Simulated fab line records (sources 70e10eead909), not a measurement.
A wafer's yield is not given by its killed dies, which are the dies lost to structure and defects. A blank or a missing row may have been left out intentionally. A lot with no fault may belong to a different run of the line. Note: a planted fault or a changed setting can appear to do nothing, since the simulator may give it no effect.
Chamber matching | flow nand-harc | 4 sister chambers for NHARC_A_BLC_ALD_23 on ald-metal-04
The step deposits TiN, target thk 3 nm, pulse time 1 s, ald cycles 150. 18 wafers are shown with their chamber, then 9 later ones without.

WAFERS PAIRED WITH THEIR CHAMBERS
wafer  | chamber | heater-power-w (W) | precursor-pulse-height-rel
L077.2 | 1       | 1285               | 0.995
L077.3 | 3       | 1104               | 1.020
L077.4 | 0       | 903                | 1.002
L077.1 | 2       | 977                | 1.028
L077.5 | 2       | 981                | 0.963
L077.6 | 1       | 1263               | 1.051
L083.2 | 3       | 1023               | 1.011
L083.4 | 2       | 994                | 1.014
L083.6 | 3       | 1070               | 0.988
L089.2 | 1       | 1256               | 0.990
L089.3 | 2       | 1017               | 0.983
L089.6 | 0       | 920                | 1.001
L085.1 | 3       | 1041               | 0.968
L085.2 | 0       | 940                | 1.017
L085.4 | 2       | 1044               | 0.999
L085.3 | 1       | 1226               | 1.034
L085.5 | 1       | 1210               | 1.004
L085.6 | 0       | 964                | 0.991

SIGNATURES, as means of the wafers listed above
reading                    | chamber 0 | chamber 1 | chamber 2 | chamber 3 | scatter within a chamber
heater-power-w             | 931.75    | 1248.00   | 1002.60   | 1059.50   | 29.9
precursor-pulse-height-rel | 1.00275   | 1.01480   | 0.99740   | 0.99675   | 0.023
Rule: for a wafer and a chamber, the distance is found by dividing, reading by reading, the gap between the wafer's reading and the chamber's mean by the reading's scatter, squaring, summing and taking the root. If the next closest chamber is less than 2 further off than the closest, the wafer can't be placed; otherwise it belongs to the closest. The scatter is the square root of a quotient: the sum, over the shown wafers, of each reading's squared deviation from its chamber's mean, divided by wafers minus chambers.

WAFERS WITHOUT THEIR CHAMBER
wafer  | heater-power-w (W) | precursor-pulse-height-rel
L094.1 | 1040               | 0.953
L094.2 | 1202               | 1.029
L094.3 | 923                | 1.022
L095.2 | 1006               | 0.994
L095.4 | 1037               | 0.995
L095.6 | 1056               | 1.030
L097.2 | 1051               | 1.045
L097.3 | 1226               | 0.991
L097.6 | 931                | 1.008

EACH ONE'S CHAMBER
wafer  | from the rows above     | in truth
L094.1 | can't be placed: 3 or 2 | 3
L094.2 | 1                       | 1
L094.3 | can't be placed: 0 or 2 | 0
L095.2 | can't be placed: 2 or 3 | 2
L095.4 | can't be placed: 3 or 2 | 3
L095.6 | can't be placed: 3 or 2 | 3
L097.2 | can't be placed: 3 or 2 | 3
L097.3 | 1                       | 1
L097.6 | 0                       | 0
Placed correctly: 3 of 9. These rows do not allow placing 6 (true chamber among the candidates in 6). Wrongly placed: 0.
